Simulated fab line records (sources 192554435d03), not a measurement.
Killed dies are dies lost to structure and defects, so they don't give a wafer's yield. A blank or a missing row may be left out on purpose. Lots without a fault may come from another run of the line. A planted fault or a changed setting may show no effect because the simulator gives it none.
Split-lot trial + flow n5_finfet + route with 1938 steps; 7 lots, 21 wafers read

THE SPLIT ITSELF
At N5_BEOL_M0_CUTY_EXPOSE_54 (exposes mask M0 ABLK), the setting dose_mj was moved away from the recipe's 36 on 11 of the 21 wafers read, by -5.9% to +6.2%. For the rest of the wafers, this setting stayed at what the recipe calls for.

FROM THE SPLIT TO THE READING: what the file shows between them, 2 steps
- N5_BEOL_M0_CUTY_PEB_55: peb time 60 s
- N5_BEOL_M0_CUTY_DEVELOP_56: develop time 30 s

THE READING
cd_nm, in nm, at N5_BEOL_M0_CUTY_CD_MEAS_57 (target cd 200 nm). Fault-free wafers of this fab line usually give 200.0 nm, standard deviation 0.85 nm.

| wafer  | tool, chamber at the split | dose_mj as run | against the recipe | cd_nm, nm | against lot-mates on the recipe |
|--------|----------------------------|----------------|--------------------|-----------|---------------------------------|
| L076.2 | arfi_scanner-03, 0         | 38.23          | +6.2%              | 197.0     | -3.9                            |
| L076.4 | arfi_scanner-03, 0         | 36             | recipe             | 200.9     | -                               |
| L076.5 | arfi_scanner-03, 0         | 38.23          | +6.2%              | 196.9     | -4.0                            |
| L078.2 | arfi_scanner-01, 0         | 33.86          | -5.9%              | 204.2     | no lot-mate on the recipe       |
| L078.3 | arfi_scanner-01, 0         | 33.86          | -5.9%              | 203.0     | no lot-mate on the recipe       |
| L078.4 | arfi_scanner-01, 0         | 33.86          | -5.9%              | 203.6     | no lot-mate on the recipe       |
| L079.4 | arfi_scanner-03, 0         | 34.62          | -3.8%              | 202.8     | no lot-mate on the recipe       |
| L079.5 | arfi_scanner-03, 0         | 34.62          | -3.8%              | 204.1     | no lot-mate on the recipe       |
| L079.6 | arfi_scanner-03, 0         | 34.62          | -3.8%              | 203.2     | no lot-mate on the recipe       |
| L081.1 | arfi_scanner-01, 0         | 36             | recipe             | 201.2     | -                               |
| L081.2 | arfi_scanner-01, 0         | 36             | recipe             | 201.6     | -                               |
| L081.6 | arfi_scanner-01, 0         | 37.68          | +4.7%              | 197.7     | -3.7                            |
| L083.3 | arfi_scanner-02, 0         | 36             | recipe             | 198.6     | -                               |
| L083.4 | arfi_scanner-02, 0         | 36             | recipe             | 198.4     | -                               |
| L083.5 | arfi_scanner-02, 0         | 36             | recipe             | 198.1     | -                               |
| L084.2 | arfi_scanner-01, 0         | 36             | recipe             | 200.6     | -                               |
| L084.3 | arfi_scanner-01, 0         | 36             | recipe             | 201.3     | -                               |
| L084.6 | arfi_scanner-01, 0         | 36             | recipe             | 201.2     | -                               |
| L096.2 | arfi_scanner-02, 0         | 36             | recipe             | 199.0     | -                               |
| L096.4 | arfi_scanner-02, 0         | 33.89          | -5.9%              | 203.0     | +4.0                            |
| L096.5 | arfi_scanner-02, 0         | 33.89          | -5.9%              | 203.1     | +4.1                            |

FIT RESULTS
A straight line over all 21 wafers: cd_nm changes by -0.569 nm for each +1% of dose_mj; r = -0.90; the points scatter about the line by 1.1 nm.
The same after taking each lot's own level away (the mean of its wafers on the recipe; 15 wafers): -0.68 nm for each +1%; r = -0.99; scatter 0.27 nm.
According to that fit, moving dose_mj by its largest amount changes the reading by 4.2 nm.
The span of the lots' own levels, 198.37 to 201.40 nm, comes to 3.6 times the standard deviation stated above.
So the slope is not independent of the lot-to-lot level: the two fits are not the same.
Check: -4.32 nm against its lot-mates is what the line predicts for one of the wafers moved furthest among these (+6.2%) when that wafer is left out of the fit. It came out at -3.9 nm against them.

THE OTHER SPLITS THESE WAFERS WENT THROUGH
These wafers also went through other splits before the reading. Each is held against what the fit with the lots' levels taken away leaves over:
| other split on the same wafers         | wafers away from the commonest value | r with cd_nm (lot level and that fit taken away) |
|----------------------------------------|--------------------------------------|--------------------------------------------------|
| N5_DUMMY_GATE_COAT_28 spin_rpm         | 3                                    | -0.08                                            |
| N5_SD_EPI_N_ETCH_16 target_depth_a     | 5                                    | -0.45                                            |
| N5_SDB_ETCH_25 time_s                  | 4                                    | +0.01                                            |
| N5_HKMG_FIN_COAT_43 spin_rpm           | 2                                    | -0.18                                            |
| N5_HKMG_FIN_ETCH_55 bias_w             | 3                                    | -0.56                                            |
| N5_GATE_CUT_ALD_22 ald_cycles          | 9                                    | +0.00                                            |
| N5_GATE_CUT_CMP_23 down_force_psi      | 9                                    | +0.22                                            |
| N5_MOL_CONTACT_COAG_ETCH_15 source_w   | 9                                    | -0.20                                            |
| N5_MOL_CONTACT_COAG_VIA_ETCH_46 bias_w | 5                                    | -0.26                                            |
| N5_BEOL_M0_SAQP_HM_DEP_02 target_thk_a | 6                                    | +0.39                                            |

FILE'S OWN FIT
cd_nm changes by -0.693 nm for each +1% of dose_mj, r = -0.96.
